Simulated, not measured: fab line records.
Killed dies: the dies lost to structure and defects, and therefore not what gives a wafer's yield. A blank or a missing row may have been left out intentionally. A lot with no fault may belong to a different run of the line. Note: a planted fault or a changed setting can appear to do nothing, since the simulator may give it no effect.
Struck lot and sound lot, side by side :: flow nand-harc :: 38 out of 1159 route steps
Sound: wafers L928.1, L928.2, L928.4. Wafers struck: L944.3, L944.4, L944.5. The cause comes at the end.
Per side, at each step with rows, come the tool, then ch with its chambers, and then its first start. Under that, the readings that differ: sound wafers :: struck wafers :: difference of the means :: sigmas: that difference in standard deviations of wafers without a fault.
alike: a reading whose means differ by less than 2 such deviations, as well as words and numbers matching on both sides. not compared: withheld readings; readings where some wafer has no value; bounds like >300 that might hide an equal value; numbers whose values overlap and for which the record gives no deviation.
Wherever a step has rows on one side only, a row that says differs or no value, or a row with sigmas, the two part there. Numbers that have no deviation but don't overlap get no sigmas and don't part them. Lack of a reading on every wafer of one side parts them only where that side has two or more wafers.

first, 8 steps without rows for these wafers: NHARC_A_CONTACT_COAT_86 (time 75 s); NHARC_A_CONTACT_COAT_87 (time 65 s); NHARC_A_CONTACT_COAT_02 (resist thk 90 nm); NHARC_A_CONTACT_SOFTBAKE_03 (time 55 s); NHARC_A_CONTACT_EBR_04; NHARC_A_CONTACT_EXPOSE_05 (exposes mask A CC); NHARC_A_CONTACT_PEB_06 (peb time 65 s); NHARC_A_CONTACT_DEVELOP_07 (develop time 35 s).
NHARC_A_CONTACT_CD_MEAS_08: the cd target is 100 nm.
  sound on cd-sem-02 ch 0, day 17 06:35; struck on cd-sem-03 ch 0, day 21 18:43
  alike: cd-nm
NHARC_A_CONTACT_OVL_MEAS_09:
  sound: overlay-01 at day 17 06:41; struck: overlay-01 at day 21 18:49
reading: overlay-x-nm (nm)
sound: -0.5 -0.5 -1.1
struck: 1.1 1.4 1.2
difference: +1.9
sigmas: +2
  alike: overlay-y-nm
NHARC_A_CONTACT_INSPECT_10:
  sound: defect-inspect-02 at day 17 06:43; struck: defect-inspect-01 at day 21 18:51
reading: raw-defect-count
sound: 14 14 11
struck: 51 51 47
difference: +37
sigmas: +2
then, 1 step without rows for these wafers: NHARC_A_CONTACT_DESCUM_13 (chemistry O2, time 3 s).
NHARC_A_CONTACT_ETCH_88: etches the open film in CF4, target depth 39 nm, time 65 s.
  sound on rie-diel-08 ch 0,2,3, day 17 06:55; struck on rie-diel-05 ch 0,2, day 21 19:01
  alike: drypump-motor-current-A, mfc-ar-sccm, oes-product-au, rf-vpp-V, showerhead-plenum-p-Torr, throttle-valve-pct
  not compared: rf-hours-counter-h
NHARC_A_CONTACT_ETCH_89: etches the open film in N2/H2, target depth 260 nm, time 475.3 s.
  sound: rie-diel-08 ch 0,1,2; struck: rie-diel-05 ch 0,1,2
  alike: drypump-motor-current-A, mfc-ar-sccm, oes-product-au, rf-vpp-V, showerhead-plenum-p-Torr, throttle-valve-pct
  not compared: rf-hours-counter-h
then, 4 steps without rows for these wafers: NHARC_A_CONTACT_ETCH_30 (etches the open film in CF4/CHF3, target depth 60.5 nm, time 30.2 s); NHARC_A_CONTACT_ETCH_31 (etches the open film in O2/COS, target depth 2000 nm, time 520 s); NHARC_A_CONTACT_ETCH_134 (etches the open film in C4F8/O2/Ar, time 140 s, target depth 700 nm); NHARC_A_CONTACT_ETCH_135 (etches the open film in C4F8/O2/Ar, time 132 s, target depth 1287 nm).
NHARC_A_CONTACT_ETCH_136: etches the open film in C4F8/O2/Ar, time 132 s, target depth 1287 nm.
  sound on har-cap-etch-02 ch 0,1, day 17 08:09; struck on har-cap-etch-02 ch 0,1, day 21 20:29
  not compared: rf-hours-counter-h
then, 5 steps without rows for these wafers: NHARC_A_CONTACT_ETCH_137 (etches the open film in C4F8/O2/Ar, time 132 s, target depth 1287 nm); NHARC_A_CONTACT_ETCH_138 (etches the open film in C4F8/O2/Ar, time 132 s, target depth 1289 nm); NHARC_A_CONTACT_ETCH_139 (etches the open film in C4F8/O2/Ar, time 137 s, target depth 590 nm); NHARC_A_CONTACT_ETCH_92 (etches the open film in CH3F/O2, target depth 40 nm, time 85.7 s); NHARC_A_CONTACT_ETCH_98 (etches the open film in C4F6/O2, target depth 20 nm, time 10 s).
NHARC_A_CONTACT_CD_MEAS_15:
  sound: cd-sem-03 at day 17 09:08; struck: cd-sem-01 at day 21 21:42
reading: cd-nm (nm)
sound: 89.9 89.7 90.1
struck: 91.0 91.5 90.7
difference: +1.2
sigmas: +2
then, 4 steps without rows for these wafers: NHARC_A_CONTACT_STRIP_107 (strips in N2/H2); NHARC_A_CONTACT_STRIP_108 (strips in CF4/CHF3); NHARC_A_CONTACT_STRIP_109 (strips in O2/COS); NHARC_A_CONTACT_ETCH_110 (etches the open film in CF4/O2, target depth 50 nm, overetch 5 nm, time 27.5 s).
NHARC_A_CONTACT_STRIP_26: strips in O2.
  sound: rie-diel-11 ch 1,2,3; struck: rie-diel-05 ch 1,2
  alike: drypump-motor-current-A, mfc-ar-sccm, oes-product-au, rf-vpp-V, showerhead-plenum-p-Torr, throttle-valve-pct
  not compared: rf-hours-counter-h
then, 1 step without rows for these wafers: NHARC_A_CONTACT_STRIP_27 (strips in post etch residue remover, time 600 s).
NHARC_A_CONTACT_ALD_18: deposits TiN, target thk 3 nm, pulse time 1 s, ald cycles 150.
  sound on ald-metal-03 ch 0,1,3, day 17 10:13; struck on ald-metal-04 ch 0,2,3, day 21 23:16
  alike: heater-power-outer-w, heater-power-w, precursor-pulse-height-rel
then, 1 step without rows for these wafers: NHARC_A_CONTACT_CVD_19 (deposits W, target thk 300 nm, time 802 s).
NHARC_A_CONTACT_CMP_20: polishes, t overpolish 30 s, target thk 300 nm.
  sound on cmp-02 ch 0,1,2, day 17 17:30; struck on cmp-02 ch 0,2,3, day 22 00:22
reading: overpolish-run-s (s)
sound: 30.013 30.003 30.016
struck: 29.976 29.993 30.004
difference: -0.020
sigmas: -2
  alike: motor-current-A, time-to-endpoint-s
after that, 1 step had no rows for these wafers: NHARC_A_CONTACT_SRD_22.
NHARC_A_BLC_DEHYDRATE_00: time 120 s.
  sound on litho-track-01 ch 0, day 17 17:59; struck on litho-track-04 ch 0, day 22 04:28
reading: hold
sound: - - -
struck: await-dispo/3.5h/release await-dispo/3.5h/release await-dispo/3.5h/release
difference: no value on the sound wafers
sigmas: 
  alike: resist-line-temp-C
then, 1 step without rows for these wafers: NHARC_A_BLC_HMDS_01 (time 30 s).
-- the record jumps here: 3 days lie between the struck wafers' starts before and after (it left off in module A_BLC and takes up again in module END, whose first step shown is number 1159 of the route) --
NHARC_END_SORT_01:
  at this point the record logs the struck wafers (prober-01 ch 0, day 25 01:41) and has no rows for the sound ones

WHERE THEY PART
First at NHARC_A_CONTACT_OVL_MEAS_09; last, within this record, at NHARC_END_SORT_01.

WHY: whatever the simulator had introduced
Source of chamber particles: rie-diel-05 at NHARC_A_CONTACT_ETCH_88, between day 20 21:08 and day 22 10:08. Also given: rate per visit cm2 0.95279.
